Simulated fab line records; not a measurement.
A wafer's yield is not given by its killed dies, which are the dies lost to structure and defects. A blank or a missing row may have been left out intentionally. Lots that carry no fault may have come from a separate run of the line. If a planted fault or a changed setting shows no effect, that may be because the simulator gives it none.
2 desks looking at one fault | flow nand-harc | what lay behind the numbers comes last; until then each desk has only its own

## METROLOGY DESK
What the gauges read for every lot (on any tool): the sampled wafers with a number, averaged. Any lot whose mean is over 4 standard deviations away from the usual mean is out of limits and marked OUT; that distance is given in the brackets.
Columns: A = cd-nm at NHARC_P_M0_CD_MEAS_09, usual 89.9 nm; B = overlay-x-nm at NHARC_P_M0_OVL_MEAS_10, usual -0.1 nm; C = overlay-y-nm at NHARC_P_M0_OVL_MEAS_10, usual -0.2 nm
lot  | first seen here | A               | B    | C
L736 | day 6 01:14     | 89.6            | -0.7 | 0.4
L738 | day 6 17:28     | 89.7            | -0.5 | 0.0
L737 | day 6 18:05     | 89.9            | -0.4 | 1.2
L742 | day 8 10:40     | 89.9            | -1.1 | -1.5
L743 | day 9 05:44     | 90.7            | -0.7 | 0.4
L746 | day 10 04:11    | 89.8            | 0.6  | 1.0
L747 | day 10 12:55    | 89.9            | -0.8 | -1.0
L749 | day 11 12:11    | 89.6            | -0.0 | -0.4
L751 | day 12 06:49    | 83.4 (-14) OUT  | 0.6  | -1.3
L754 | day 13 10:05    | 85.2 (-9.9) OUT | 0.8  | -0.3
L758 | day 15 12:32    | 90.1            | -0.5 | 0.8
L759 | day 15 18:38    | 90.1            | 1.8  | -0.7
This desk finds L751, L754 out of limits, L751 being first, at day 12 06:49 (cd-nm at NHARC_P_M0_CD_MEAS_09). Within limits: L736, L738, L737, L742, L743, L746, L747, L749, L758, L759.

## THE TOOL OWNER'S DESK: litho-track-01
The tool's own readings at NHARC_P_M0_PEB_07 (peb time 65 s): means of the sampled wafers that have a number, for each lot that ran on this tool. Any lot whose mean is over 4 standard deviations away from the usual mean is out of limits and marked OUT; that distance is given in the brackets.
Columns: A = heater-power-total-W at NHARC_P_M0_PEB_07, usual 156.6 W; B = plate-temp-C at NHARC_P_M0_PEB_07, usual 100.01 C
lot  | first seen here | A                | B
L737 | day 6 18:01     | 156.9            | 100.00
L742 | day 8 10:35     | 156.8            | 100.12
L746 | day 10 04:06    | 156.8            | 99.90
L747 | day 10 12:50    | 156.2            | 100.10
L751 | day 12 06:44    | 153.3 (-7.9) OUT | 98.49 (-13) OUT
L754 | day 13 10:00    | 153.6 (-7.1) OUT | 98.46 (-13) OUT
L758 | day 15 12:28    | 156.7            | 99.82
L759 | day 15 18:33    | 156.4            | 99.80
This desk finds L751, L754 out of limits, L751 being first, at day 12 06:44 (heater-power-total-W at NHARC_P_M0_PEB_07). Within limits: L737, L742, L746, L747, L758, L759.

## ALL TOGETHER
On L751, L754, at day 12 06:44, an alarm was possible from the tool owner's desk.
L751, L754 would have let the metrology desk raise an alarm at day 12 06:49.
Of the lots named, all ran NHARC_P_M0_PEB_07 on litho-track-01.

## WHAT THE SIMULATOR HAD INSERTED
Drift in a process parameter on litho-track-01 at NHARC_P_M0_PEB_07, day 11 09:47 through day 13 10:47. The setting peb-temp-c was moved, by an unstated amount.
Shown lots that were struck: L751, L754.
Time in hours from fault onset to the first out-of-limits reading at each desk: tool owner's desk 21, metrology desk 21.
